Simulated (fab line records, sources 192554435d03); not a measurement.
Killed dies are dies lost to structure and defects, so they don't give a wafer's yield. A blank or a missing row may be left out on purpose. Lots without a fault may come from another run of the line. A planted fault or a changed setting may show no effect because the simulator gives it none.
Which tool did it? | flow n5_finfet | 10 lots, 30 wafers sampled, at 5 steps of a route of 1938

WHAT THE GAUGES READ, wafer by wafer
N5_WELL_APT_INSPECT_27: inspects for defects (macro). Usual: raw_defect_count 1.9, standard deviation 1.3.
lot  | measured    | on                | raw_defect_count | flag
L797 | day 1 20:44 | defect_inspect-02 | 1 1 1            |
L798 | day 2 02:52 | defect_inspect-01 | 1 2 3            |
L799 | day 2 09:11 | defect_inspect-02 | 4 0 1            |
L804 | day 3 15:14 | defect_inspect-01 | 1 1 3            |
L812 | day 5 14:59 | defect_inspect-02 | 0 3 1            |
L813 | day 5 20:53 | defect_inspect-01 | 4 2 3            |
L814 | day 6 03:01 | defect_inspect-01 | 1 2 2            |
L815 | day 6 09:14 | defect_inspect-01 | 1 1 0            |
L818 | day 7 03:19 | defect_inspect-01 | 3 1 2            |
L819 | day 7 09:50 | defect_inspect-02 | 1 4 0            |

N5_PMOS_HMC_CHANNEL_EPI_INSPECT_30: inspects for defects (darkfield). Usual: raw_defect_count 20, standard deviation 7.
lot  | measured    | on                | raw_defect_count | flag
L797 | day 2 02:10 | defect_inspect-01 | 33 17 23         |
L798 | day 2 08:01 | defect_inspect-02 | 16 13 23         |
L799 | day 2 15:38 | defect_inspect-01 | 23 26 13         |
L804 | day 3 20:28 | defect_inspect-02 | 27 34 24         |
L812 | day 5 20:28 | defect_inspect-02 | 18 20 18         |
L813 | day 6 02:22 | defect_inspect-01 | 16 30 35         |
L814 | day 6 08:12 | defect_inspect-01 | 19 18 17         |
L815 | day 6 15:13 | defect_inspect-02 | 12 18 10         |
L818 | day 7 08:15 | defect_inspect-01 | 19 12 17         |
L819 | day 7 16:31 | defect_inspect-01 | 12 17 17         |

N5_BEOL_M4_RC_MEAS_101. Usual: DIBL_N 35.4 mV/V, standard deviation 2.1; DIBL_P 34.8 mV/V, standard deviation 2.6; IOFF_N 0.15 nA/um, standard deviation 0.037; IOFF_P 0.19 nA/um, standard deviation 0.037; ION_N 677 uA/um, standard deviation 16; ION_P 462 uA/um, standard deviation 9.3; SS_N 71.4 mV/dec, standard deviation 0.75; SS_P 72.9 mV/dec, standard deviation 0.77; VT_N 250 mV, standard deviation 3.7; VT_P -251 mV, standard deviation 3.5.
lot  | measured     | on        | DIBL_N (mV/V)  | DIBL_P (mV/V)  | IOFF_N (nA/um) | IOFF_P (nA/um) | ION_N (uA/um) | ION_P (uA/um) | SS_N (mV/dec)  | SS_P (mV/dec)  | VT_N (mV)   | VT_P (mV)      | flag
L797 | day 8 15:54  | prober-02 | 34.8 35.0 33.1 | 32.0 32.7 30.1 | 0.13 0.14 0.11 | 0.19 0.20 0.17 | 679 682 672   | 472 478 470   | 70.9 71.0 70.0 | 72.6 72.5 72.6 | 250 249 253 | -248 -250 -251 |
L798 | day 9 05:58  | prober-01 | 35.3 36.9 31.4 | 35.4 36.0 29.3 | 0.15 0.16 0.09 | 0.19 0.18 0.12 | 690 677 657   | 464 453 449   | 71.8 71.4 70.0 | 73.3 72.7 71.3 | 245 250 256 | -253 -255 -259 |
L799 | day 9 06:27  | prober-02 | 34.7 31.1 35.3 | 35.4 31.0 35.7 | 0.15 0.09 0.14 | 0.18 0.13 0.19 | 697 665 679   | 463 461 464   | 70.7 70.3 71.1 | 72.6 71.1 72.5 | 249 256 249 | -256 -256 -252 |
L804 | day 10 10:04 | prober-01 | 35.4 33.4 37.0 | 34.8 32.0 37.2 | 0.16 0.12 0.20 | 0.21 0.17 0.26 | 662 666 682   | 463 464 465   | 71.6 71.6 73.0 | 72.6 72.0 73.6 | 246 251 245 | -248 -251 -245 |
L812 | day 12 14:50 | prober-01 | 37.6 35.6 38.4 | 37.1 36.4 37.6 | 0.17 0.13 0.22 | 0.22 0.20 0.24 | 678 662 669   | 467 464 460   | 71.9 71.2 72.4 | 73.8 72.4 73.7 | 248 254 249 | -246 -250 -248 |
L813 | day 12 05:58 | prober-01 | 33.1 32.3 33.5 | 32.2 31.9 33.4 | 0.11 0.11 0.13 | 0.15 0.15 0.16 | 662 682 668   | 448 472 456   | 69.8 70.4 71.0 | 71.9 73.0 72.7 | 252 253 251 | -255 -253 -251 |
L814 | day 12 19:44 | prober-01 | 33.2 36.7 34.9 | 32.4 37.0 35.9 | 0.11 0.16 0.14 | 0.15 0.20 0.20 | 670 692 669   | 451 469 463   | 70.2 71.6 70.1 | 72.3 73.0 73.3 | 255 251 251 | -254 -251 -251 |
L815 | day 12 22:39 | prober-01 | 36.2 37.5 37.8 | 36.9 38.8 38.8 | 0.18 0.21 0.20 | 0.22 0.25 0.24 | 694 697 696   | 472 472 471   | 72.3 72.2 72.2 | 72.9 73.3 73.0 | 247 246 245 | -249 -249 -245 |
L818 | day 14 15:19 | prober-01 | 35.5 32.7 35.4 | 35.0 31.9 36.6 | 0.15 0.11 0.16 | 0.23 0.18 0.25 | 676 672 688   | 468 472 474   | 71.7 70.3 71.5 | 73.1 71.7 72.9 | 254 254 249 | -243 -247 -244 |
L819 | day 14 14:02 | prober-02 | 38.0 36.1 36.0 | 40.0 37.1 36.9 | 0.22 0.18 0.17 | 0.26 0.23 0.21 | 710 701 689   | 477 476 467   | 72.6 71.7 71.4 | 73.7 73.3 73.6 | 242 247 246 | -247 -250 -250 |

WHICH TOOL RAN EACH LOT (tool, then ch and the chambers of the sampled wafers, then the start)
lot  | N5_PMOS_HMC_CHANNEL_EPI_FIN_RECESS_16 | N5_FIN_SAQP_ALD_61
L797 | rie_si-06 ch 0,2, day 1 23:53         | ald_sin-04 ch 1,2, day 2 02:24
L798 | rie_si-04 ch 0,2, day 2 05:44         | ald_sin-01 ch 0,1,3, day 2 08:09
L799 | rie_si-06 ch 0,1,3, day 2 12:51       | ald_sin-01 ch 1,2,3, day 2 15:58
L804 | rie_si-04 ch 0,2, day 3 18:11         | ald_sin-01 ch 1,3, day 3 20:56
L812 | rie_si-06 ch 0,2,3, day 5 18:04       | ald_sin-04 ch 0,1,3, day 5 20:35
L813 | rie_si-06 ch 0,1, day 5 23:40         | ald_sin-04 ch 0,3, day 6 02:33
L814 | rie_si-06 ch 0,1, day 6 05:55         | ald_sin-04 ch 0,3, day 6 08:19
L815 | rie_si-01 ch 0,2, day 6 12:47         | ald_sin-03 ch 1,3, day 6 15:21
L818 | rie_si-04 ch 0,1,3, day 7 05:58       | ald_sin-01 ch 0,2,3, day 7 08:26
L819 | rie_si-04 ch 0,2,3, day 7 14:14       | ald_sin-04 ch 1,2, day 7 16:38
- N5_PMOS_HMC_CHANNEL_EPI_FIN_RECESS_16: chemistry HBr/Cl2, target Si, target depth 54 nm, time 18 s.
- N5_FIN_SAQP_ALD_61: deposits SiO2, target thk 4 nm, pulse time 1 s, purge time 2 s.

WHAT THE TOOLS THEMSELVES READ (means of the sampled wafers that have a number; where no wafer has one, the mark that the record gives instead)
N5_PMOS_HMC_CHANNEL_EPI_FIN_RECESS_16. Usual: drypump_motor_current_A 5.6 A, standard deviation 0.45; oes_product_au 0.993 a.u., standard deviation 0.015; throttle_valve_pct 35.7 %, standard deviation 0.34.
lot  | tool      | drypump_motor_current_A (A) | oes_product_au (a.u.) | throttle_valve_pct (%) | flag
L797 | rie_si-06 | 5.8                         | 0.985                 | 35.7                   |
L798 | rie_si-04 | 5.6                         | 0.985                 | 36.1                   |
L799 | rie_si-06 | 6.1                         | 0.995                 | 35.4                   |
L804 | rie_si-04 | 5.6                         | 0.996                 | 36.1                   |
L812 | rie_si-06 | 6.1                         | 0.988                 | 35.5                   |
L813 | rie_si-06 | 5.7                         | 1.003                 | 35.6                   |
L814 | rie_si-06 | 5.7                         | 1.002                 | 35.4                   |
L815 | rie_si-01 | 5.7                         | 0.986                 | 35.5                   |
L818 | rie_si-04 | 5.8                         | 1.011                 | 35.8                   |
L819 | rie_si-04 | 5.7                         | 0.989                 | 35.9                   |

N5_FIN_SAQP_ALD_61. Usual: heater_power_w 460 W, standard deviation 28; precursor_pulse_height_rel 1.000, standard deviation 0.02.
lot  | tool       | heater_power_w (W) | precursor_pulse_height_rel | flag
L797 | ald_sin-04 | 471                | 1.019                      |
L798 | ald_sin-01 | 461                | 0.994                      |
L799 | ald_sin-01 | 461                | 0.994                      |
L804 | ald_sin-01 | 453                | 1.004                      |
L812 | ald_sin-04 | 479                | 0.995                      |
L813 | ald_sin-04 | 487                | 0.999                      |
L814 | ald_sin-04 | 475                | 1.011                      |
L815 | ald_sin-03 | 445                | 0.995                      |
L818 | ald_sin-01 | 464                | 1.011                      |
L819 | ald_sin-04 | 470                | 1.010                      |

THE ANSWER, worked out from the rows above alone
Rule: a lot is off if the mean of its wafers that have a number lies more than 3 standard deviations from the usual mean. A lot without any number at a reading at which 4 lots or more have one is off too. The other lots that the step has rows for count as sound. The gauges are gone through in route order, then the tools' own readings, and for those a lot's mean is taken as printed above. The first step at which some lot is off is used, and at that step the reading that is off furthest; a lot without a number counts as furthest.
No lot is off at any reading shown: from this, nothing can be told.

WHAT THE SIMULATOR HAD PUT IN
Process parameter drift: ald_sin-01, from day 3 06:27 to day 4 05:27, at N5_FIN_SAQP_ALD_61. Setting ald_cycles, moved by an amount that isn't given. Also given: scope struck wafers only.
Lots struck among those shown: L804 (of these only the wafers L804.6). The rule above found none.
